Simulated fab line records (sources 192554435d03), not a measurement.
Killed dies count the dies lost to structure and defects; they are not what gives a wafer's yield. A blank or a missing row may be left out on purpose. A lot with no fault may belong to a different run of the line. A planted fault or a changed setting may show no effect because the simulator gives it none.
fab line records | flow n5_finfet
[record] lots = 7 | wafers = 39
route steps=1938 shown DUMMY_GATE@246 SD_EPI_P@321 SD_ACTIVATION@330 GATE_CUT@469 MOL_CONTACT_COAG@579
start_h: hours from the record's opening day to when the first of the lot's shown wafers began | wait_h: hours since the lot's step before | " repeats the value in the row above | L1.1+2: several wafers, shown together as one row | - no value, or no start given | * or withheld: withheld | < > ~ a bound
route shown NAME@n: names a module that has steps shown in the file, with the first one's number in the route | usual: mean and standard deviation over wafers with no fault | same: alike in all rows | chamber/n: place in a boat | sites: readings site by site | _std_site: how widely they spread, as a standard deviation | _edge_site: mean of outer sites minus mean of inner sites | radius_mm: for every site, how far away it sits from the centre of the wafer | mask NAME#n: copy n | behind: tool/chamber where the wafer was last shaped | hold: the reason the lot was held/the length of the hold in hours/how it ended | device: transistor that didn't switch, given as n, p or np | end of line: tests of these same wafers at the route's end | step lacking rows: just its recipe | killed: count of dies lost to structure and defects at first sort (not the wafer's yield) | map: a wafer's dies, x killed, . not, _ none there
set.NAME: the run value of the setting; set.NAME@STEP: its run value at that earlier step | model.NAME: the simulator's own value behind a step, which no gauge read
lots where settings were altered on purpose, with a table for each step and a row for each wafer
[[steps]]
[step N5_DUMMY_GATE_ETCH_32]
[recipe] chemistry = CF4 | target = SiO2 | target_depth_a = 35 | time_s = 3.9 | ion_energy_ev = 350 | pressure_mtorr = 10 | icp_w = 800 | bias_w = 400 | cf4_flow_sccm = 80
lot.wafer | tool      | chamber | start_h | wait_h | set.time_s | model.etch.depth_nm
L076.1    | rie_si-01 | 1       | 61.45   | 0.1    | 3.9        | 3.492
L076.2    | "         | 0       | "       | "      | 3.9        | 3.56
L076.3    | "         | 2       | "       | "      | 3.9        | 3.511
L076.4    | "         | 3       | "       | "      | 3.306      | 2.977
L076.5    | "         | 2       | "       | "      | 3.306      | 2.967
L076.6    | "         | 3       | "       | "      | 3.306      | 2.979
L080.1    | rie_si-04 | 2       | 84.83   | 0.1    | 3.9        | 3.468
L080.2    | "         | 1       | "       | "      | 3.9        | 3.471
L080.3    | "         | 3       | "       | "      | 3.9        | 3.451
L080.4    | "         | 0       | "       | "      | 3.9        | 3.431
L080.5    | "         | 0       | "       | "      | 3.9        | 3.45
L080.6    | "         | 1       | "       | "      | 3.9        | 3.479
L081.1    | rie_si-05 | 3       | 89.09   | 0.1    | 3.9        | 3.499
L081.2    | "         | 2       | "       | "      | 3.9        | 3.512
L081.3    | "         | 1       | "       | "      | 3.9        | 3.475
L081.4    | "         | 0       | "       | "      | 3.632      | 3.207
L081.5    | "         | 3       | "       | "      | 3.632      | 3.232
L081.6    | "         | 0       | "       | "      | 3.632      | 3.244
L082.1    | rie_si-01 | 1       | 100.10  | 0.1    | 3.9        | 3.501
L082.2    | "         | 0       | "       | "      | 4.339      | 3.957
L082.3    | "         | 3       | "       | "      | 4.339      | 3.891
L082.4    | "         | 2       | "       | "      | 4.339      | 3.929
L082.5    | "         | 0       | "       | "      | 3.9        | 3.546
L082.6    | "         | 1       | "       | "      | 3.9        | 3.564
L089.1    | rie_si-04 | 0       | 137.09  | 0.1    | 3.9        | 3.462
L089.2    | "         | 2       | "       | "      | 3.9        | 3.514
L089.3    | "         | 3       | "       | "      | 3.9        | 3.461
L089.4    | "         | 1       | "       | "      | 3.9        | 3.504
L089.5    | "         | 1       | "       | "      | 3.9        | 3.527
L089.6    | "         | 0       | "       | "      | 3.9        | 3.446
L093.1    | rie_si-04 | 2       | 167.78  | 0.1    | 3.9        | 3.46
L093.2    | "         | 3       | "       | "      | 3.342      | 2.957
L093.3    | "         | 1       | "       | "      | 3.342      | 2.954
L093.4    | "         | 0       | "       | "      | 3.9        | 3.475
L093.5    | "         | 2       | "       | "      | 3.342      | 2.986
L093.6    | "         | 3       | "       | "      | 3.9        | 3.468
L097.3    | rie_si-05 | 0       | 189.71  | 0.1    | 3.9        | 3.452
L097.5    | "         | 0       | "       | "      | 3.9        | 3.451
L097.6    | "         | 2       | "       | "      | 3.9        | 3.493
[step N5_DUMMY_GATE_ETCH_44]
[recipe] chemistry = HBr/O2 | over_etch_frac = 0.7 | target_depth_a = 1275 | stop_on = SiO2 | ion_energy_ev = 60 | bias_w = 20 | target = poly-Si | mask_material = SiO2 | pressure_mtorr = 20 | icp_w = 400 | HBr_flow_sccm = 120 | O2_flow_sccm = 10
[usual] oes_product_au = 0.728/0.015
lot.wafer | tool      | chamber | start_h | wait_h | set.target_depth_a | oes_product_au
L076.1    | rie_si-01 | 1       | 61.54   | 0.0    | 1275               | 0.721
L076.2    | "         | 0       | "       | "      | 1113               | 0.757
L076.3    | "         | 2       | "       | "      | 1275               | 0.704
L076.4    | "         | 3       | "       | "      | 1113               | 0.745
L076.5    | "         | 2       | "       | "      | 1275               | 0.704
L076.6    | "         | 3       | "       | "      | 1113               | 0.751
L080.1    | rie_si-04 | 2       | 84.92   | 0.0    | 1275               | 0.735
L080.2    | "         | 1       | "       | "      | 1275               | 0.721
L080.3    | "         | 3       | "       | "      | 1275               | 0.715
L080.4    | "         | 0       | "       | "      | 1132               | 0.784
L080.5    | "         | 0       | "       | "      | 1132               | 0.791
L080.6    | "         | 1       | "       | "      | 1132               | 0.778
L081.1    | rie_si-05 | 3       | 89.18   | 0.0    | 1201               | 0.738
L081.2    | "         | 2       | "       | "      | 1275               | 0.728
L081.3    | "         | 1       | "       | "      | 1201               | 0.776
L081.4    | "         | 0       | "       | "      | 1275               | 0.726
L081.5    | "         | 3       | "       | "      | 1275               | 0.710
L081.6    | "         | 0       | "       | "      | 1201               | 0.759
L082.1    | rie_si-01 | 1       | 100.19  | 0.0    | 1275               | 0.735
L082.2    | "         | 0       | "       | "      | 1275               | 0.723
L082.3    | "         | 3       | "       | "      | 1275               | 0.707
L082.4    | "         | 2       | "       | "      | 1275               | 0.697
L082.5    | "         | 0       | "       | "      | 1275               | 0.710
L082.6    | "         | 1       | "       | "      | 1275               | 0.727
L089.1    | rie_si-04 | 0       | 137.18  | 0.0    | 1168               | 0.782
L089.2    | "         | 2       | "       | "      | 1168               | 0.764
L089.3    | "         | 3       | "       | "      | 1275               | 0.715
L089.4    | "         | 1       | "       | "      | 1168               | 0.758
L089.5    | "         | 1       | "       | "      | 1275               | 0.725
L089.6    | "         | 0       | "       | "      | 1275               | 0.741
L093.1    | rie_si-04 | 2       | 167.87  | 0.0    | 1422               | 0.707
L093.2    | "         | 3       | "       | "      | 1422               | 0.680
L093.3    | "         | 1       | "       | "      | 1275               | 0.742
L093.4    | "         | 0       | "       | "      | 1275               | 0.749
L093.5    | "         | 2       | "       | "      | 1275               | 0.741
L093.6    | "         | 3       | "       | "      | 1422               | 0.675
L097.3    | rie_si-05 | 0       | 189.80  | 0.0    | 1275               | 0.736
L097.5    | "         | 0       | "       | "      | 1275               | 0.729
L097.6    | "         | 2       | "       | "      | 1275               | 0.737
[step N5_SD_EPI_P_EPI_21]
[recipe] material = SiGe:B | dopant = B | temp_c = 550 | pressure_torr = 20 | ambient = H2 | time_s = 355
lot.wafer  | tool         | chamber | start_h | wait_h | set.pressure_torr | model.SiGe-B_of_SD_EPI_P_EPI_21.thk_nm
L076.1     | epi_rpcvd-02 | 0       | 69.40   | 0.1    | 20                | 60.8
L076.2     | "            | 0       | "       | "      | 20                | 60
L076.3+4   | "            | 0       | "       | "      | 20                | 61
L076.5     | "            | 0       | "       | "      | 20                | 60.6
L076.6     | "            | 0       | "       | "      | 20                | 60.2
L080.1+3+4 | epi_rpcvd-04 | 0       | 93.14   | 0.1    | 17.88             | 58
L080.2+6   | "            | 0       | "       | "      | 17.88             | 57.8
L080.5     | "            | 0       | 94.58   | 1.5    | 17.88             | 58.2
L081.1+5   | epi_rpcvd-04 | 0       | 98.61   | 0.1    | 21.09             | 62.6
L081.2     | "            | 0       | "       | "      | 21.09             | 61.8
L081.3     | "            | 0       | "       | "      | 21.09             | 62
L081.4     | "            | 0       | "       | "      | 21.09             | 62.2
L081.6     | "            | 0       | "       | "      | 21.09             | 61.6
L082.1+2+6 | epi_rpcvd-01 | 0       | 107.75  | 0.3    | 17.85             | 58.6
L082.3     | "            | 0       | 109.03  | 1.4    | 17.85             | 58.8
L082.4     | "            | 0       | "       | "      | 17.85             | 58.4
L082.5     | "            | 0       | "       | "      | 17.85             | 58.2
L089.1     | epi_rpcvd-01 | 0       | 146.16  | 0.3    | 18.18             | 58.8
L089.2+5   | "            | 0       | "       | "      | 18.18             | 58.6
L089.3+4   | "            | 0       | "       | "      | 18.18             | 59
L089.6     | "            | 0       | 149.36  | 3.2    | 18.18             | 58.4
L093.1     | epi_rpcvd-04 | 0       | 179.17  | 0.2    | 23.51             | 64.6
L093.2     | "            | 0       | "       | "      | 23.51             | 65.4
L093.3     | "            | 0       | "       | "      | 23.51             | 65.6
L093.4+6   | "            | 0       | "       | "      | 23.51             | 65.2
L093.5     | "            | 0       | "       | "      | 23.51             | 65
L097.3     | epi_rpcvd-01 | 0       | 200.01  | 0.8    | 20                | 60.6
L097.5     | "            | 0       | "       | "      | 20                | 60
L097.6     | "            | 0       | "       | "      | 20                | 60.4
[step N5_SD_EPI_P_HM_STRIP_48]
[recipe] chemistry = H3PO4 | temp_c = 160 | material = SiNx | target = SiNx | target_depth_a = 30 | overetch_fraction = 0.3
[step N5_SD_ACTIVATION_RTA_00]
[recipe] temp_c = 975 | time_s = 0 | ambient = N2 | idle_temp_c = 600 | ramp_up_c_per_s = 150 | ramp_down_c_per_s = 60 | cool_to_c = 600
[step N5_SD_ACTIVATION_LSA_01]
[recipe] temp_c = 1080 | time_s = 0.0008 | ambient = N2
[step N5_SD_ACTIVATION_RS_MEAS_03]
[recipe] thk_meas_gauge = four-point-probe
[usual] RS_SD_N = 22.0/0.31 | RS_SD_P = 56.5/0.82
lot.wafer | tool          | chamber | start_h | wait_h | set.pressure_torr@SD_EPI_P_EPI_21 | RS_SD_N[ohm/sq] | RS_SD_P[ohm/sq]
L076.1    | film_metro-02 | -       | 72.20   | 0.2    | 20                                | 21.9            | 55.5
L076.2    | "             | -       | "       | "      | 20                                | 22.0            | 56.6
L076.3    | "             | -       | "       | "      | 20                                | 22.0            | 55.3
L076.4    | "             | -       | "       | "      | 20                                | 21.7            | 55.7
L076.5    | "             | -       | "       | "      | 20                                | 21.9            | 55.6
L076.6    | "             | -       | "       | "      | 20                                | 22.1            | 56.1
L080.1    | film_metro-01 | -       | 95.94   | 0.2    | 17.88                             | 21.3            | 61.3
L080.2    | "             | -       | "       | "      | 17.88                             | 21.7            | 61.5
L080.3    | "             | -       | "       | "      | 17.88                             | 21.8            | 61.4
L080.4    | "             | -       | "       | "      | 17.88                             | 21.9            | 61.5
L080.5    | "             | -       | "       | "      | 17.88                             | 21.6            | 61.3
L080.6    | "             | -       | "       | "      | 17.88                             | 21.6            | 61.3
L081.1    | film_metro-01 | -       | 101.42  | 0.2    | 21.09                             | 21.8            | 54.3
L081.2    | "             | -       | "       | "      | 21.09                             | 21.5            | 54.6
L081.3    | "             | -       | "       | "      | 21.09                             | 21.9            | 54.6
L081.4    | "             | -       | "       | "      | 21.09                             | 21.8            | 54.4
L081.5    | "             | -       | "       | "      | 21.09                             | 21.7            | 54.5
L081.6    | "             | -       | "       | "      | 21.09                             | 22.1            | 54.7
L082.1    | film_metro-01 | -       | 112.43  | 0.2    | 17.85                             | 22.0            | 61.3
L082.2    | "             | -       | "       | "      | 17.85                             | 22.2            | 61.0
L082.3    | "             | -       | "       | "      | 17.85                             | 22.1            | 61.4
L082.4    | "             | -       | "       | "      | 17.85                             | 22.2            | 61.3
L082.5    | "             | -       | "       | "      | 17.85                             | 22.2            | 62.0
L082.6    | "             | -       | "       | "      | 17.85                             | 22.2            | 61.3
L089.1    | film_metro-01 | -       | 150.73  | 0.2    | 18.18                             | 22.0            | 59.6
L089.2    | "             | -       | "       | "      | 18.18                             | 22.6            | 60.9
L089.3    | "             | -       | "       | "      | 18.18                             | 21.9            | 60.4
L089.4    | "             | -       | "       | "      | 18.18                             | 22.0            | 60.5
L089.5    | "             | -       | "       | "      | 18.18                             | 22.5            | 60.5
L089.6    | "             | -       | "       | "      | 18.18                             | 22.6            | 61.2
L093.1    | film_metro-01 | -       | 182.73  | 0.2    | 23.51                             | 21.9            | 50.3
L093.2    | "             | -       | "       | "      | 23.51                             | 22.0            | 49.5
L093.3    | "             | -       | "       | "      | 23.51                             | 21.7            | 49.5
L093.4    | "             | -       | "       | "      | 23.51                             | 21.5            | 49.8
L093.5    | "             | -       | "       | "      | 23.51                             | 21.5            | 50.1
L093.6    | "             | -       | "       | "      | 23.51                             | 21.6            | 49.3
L097.3    | film_metro-01 | -       | 202.35  | 0.2    | 20                                | 21.9            | 56.4
L097.5    | "             | -       | "       | "      | 20                                | 22.0            | 57.0
L097.6    | "             | -       | "       | "      | 20                                | 22.0            | 56.3
[step N5_GATE_CUT_ETCH_58]
[recipe] chemistry = CH3F/O2 | target = SiNx | target_depth_a = 170 | time_s = 128.6 | ion_energy_ev = 50 | pressure_mtorr = 30 | source_w = 415 | bias_w = 21 | Ar_flow_sccm = 150 | CH3F_flow_sccm = 30 | O2_flow_sccm = 20
[usual] rf_vpp_V = 99.1/0.92
lot.wafer | tool        | chamber | start_h | wait_h | set.source_w | rf_vpp_V
L076.1    | rie_diel-02 | 1       | 94.36   | 0.0    | 415          | 97.6
L076.2    | "           | 0       | "       | "      | 373.6        | 101.5
L076.3    | "           | 2       | "       | "      | 415          | 98.9
L076.4    | "           | 3       | "       | "      | 415          | 98.7
L076.5    | "           | 2       | "       | "      | 373.6        | 102.7
L076.6    | "           | 3       | "       | "      | 373.6        | 103.2
L080.1    | rie_diel-02 | 3       | 117.87  | 0.1    | 369.9        | 102.8
L080.2    | "           | 1       | "       | "      | 415          | 100.3
L080.3    | "           | 0       | "       | "      | 369.9        | 101.8
L080.4    | "           | 3       | "       | "      | 415          | 99.4
L080.5    | "           | 1       | "       | "      | 415          | 98.9
L080.6    | "           | 0       | "       | "      | 369.9        | 102.1
L081.1    | rie_diel-05 | 3       | 137.12  | 0.1    | 458.4        | 94.1
L081.2    | "           | 1       | "       | "      | 415          | 101.2
L081.3    | "           | 2       | "       | "      | 415          | 99.3
L081.4    | "           | 3       | "       | "      | 415          | 99.5
L081.5    | "           | 1       | "       | "      | 458.4        | 96.0
L081.6    | "           | 2       | "       | "      | 458.4        | 95.9
L082.1    | rie_diel-06 | 1       | 139.92  | 0.1    | 415          | 99.6
L082.2    | "           | 2       | "       | "      | 415          | 98.4
L082.3    | "           | 3       | "       | "      | 415          | 98.9
L082.4    | "           | 0       | "       | "      | 415          | 100.0
L082.5    | "           | 2       | "       | "      | 415          | 98.9
L082.6    | "           | 1       | "       | "      | 415          | 98.1
L089.1    | rie_diel-05 | 1       | 171.91  | 0.0    | 415          | 98.5
L089.2    | "           | 2       | "       | "      | 415          | 100.4
L089.3    | "           | 3       | "       | "      | 457          | 94.4
L089.4    | "           | 2       | "       | "      | 457          | 96.8
L089.5    | "           | 3       | "       | "      | 415          | 99.3
L089.6    | "           | 1       | "       | "      | 457          | 96.0
L093.1    | rie_diel-05 | 0       | 205.60  | 0.0    | 451.1        | 94.2
L093.2    | "           | 3       | "       | "      | 415          | 99.6
L093.3    | "           | 2       | "       | "      | 451.1        | 96.2
L093.4    | "           | 1       | "       | "      | 451.1        | 97.2
L093.5    | "           | 2       | "       | "      | 415          | 97.9
L093.6    | "           | 1       | "       | "      | 415          | 99.0
L097.3    | rie_diel-05 | 1       | 223.47  | 0.0    | 415          | 100.2
L097.5    | "           | 0       | "       | "      | 415          | 98.1
L097.6    | "           | 3       | "       | "      | 415          | 98.7
[step N5_MOL_CONTACT_COAG_ALD_131]
[recipe] material = SiO2 | target_thk_a = 50 | temp_c = 100 | ald_precursor_family = BDEAS | ald_co_reactant = O2-plasma | pulse_time_s = 1 | co_reactant_pulse_time_s = 1 | purge_time_s = 2 | co_reactant_purge_time_s = 2 | ald_cycles = 35 | pressure_torr = 2
lot.wafer        | tool       | chamber     | start_h | wait_h | set.ald_cycles | model.SiO2_of_MOL_CONTACT_COAG_ALD_131.thk_nm
L076.1+4+5       | ald_sin-04 | 0,0,3       | 114.83  | 0.1    | 38             | 5.4
L076.2+3+6       | "          | 3,3,0       | "       | "      | 35             | 5
L080.1+4+5       | ald_sin-02 | 2,0,1       | 134.38  | 0.1    | 35             | 5
L080.2+6         | "          | 3,0         | "       | "      | 33             | 4.8
L080.3           | "          | 1           | "       | "      | 33             | 4.6
L081.1+2+3       | ald_sin-02 | 1,0,2       | 154.53  | 0.1    | 35             | 5
L081.4+5+6       | "          | 3,1,0       | "       | "      | 37             | 5.2
L082.1+2+5       | ald_sin-02 | 2,0,1       | 157.77  | 0.1    | 41             | 5.8
L082.3+4+6       | "          | 1,0,2       | "       | "      | 35             | 5
L089.1+3         | ald_sin-04 | 0,3         | 192.79  | 0.1    | 40             | 5.8
L089.2           | "          | 2           | "       | "      | 40             | 5.6
L089.4+5+6       | "          | 1,1,2       | "       | "      | 35             | 5
L093.1+2+3+4+5+6 | ald_sin-01 | 3,0,2,1,1,0 | 223.32  | 0.1    | 35             | 5
L097.3+5+6       | ald_sin-04 | 1,0,1       | 241.82  | 0.2    | 35             | 5
[[key]]
[split] step = N5_DUMMY_GATE_ETCH_32 | setting = time_s | stated = 3.9 | by = wafer
[response] step = N5_DUMMY_GATE_ETCH_32 | reading = model.etch.depth_nm | change = +0.0356 | per = 1% | r = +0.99
[split] step = N5_DUMMY_GATE_ETCH_44 | setting = target_depth_a | stated = 1275 | by = wafer
[response] step = N5_DUMMY_GATE_ETCH_44 | reading = oes_product_au | change = -0.0046 | per = 1% | r = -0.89
[split] step = N5_SD_EPI_P_EPI_21 | setting = pressure_torr | stated = 20 | by = lot
[response] step = N5_SD_EPI_P_EPI_21 | reading = model.SiGe-B_of_SD_EPI_P_EPI_21.thk_nm | change = +0.242 | per = 1% | r = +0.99
[response] step = N5_SD_ACTIVATION_RS_MEAS_03 | reading = RS_SD_P | change = -0.414 | per = 1% | r = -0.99
[split] step = N5_GATE_CUT_ETCH_58 | setting = source_w | stated = 415 | by = wafer
[response] step = N5_GATE_CUT_ETCH_58 | reading = rf_vpp_V | change = -0.36 | per = 1% | r = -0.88
[split] step = N5_MOL_CONTACT_COAG_ALD_131 | setting = ald_cycles | stated = 35 | by = wafer
[response] step = N5_MOL_CONTACT_COAG_ALD_131 | reading = model.SiO2_of_MOL_CONTACT_COAG_ALD_131.thk_nm | change = +0.0476 | per = 1% | r = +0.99
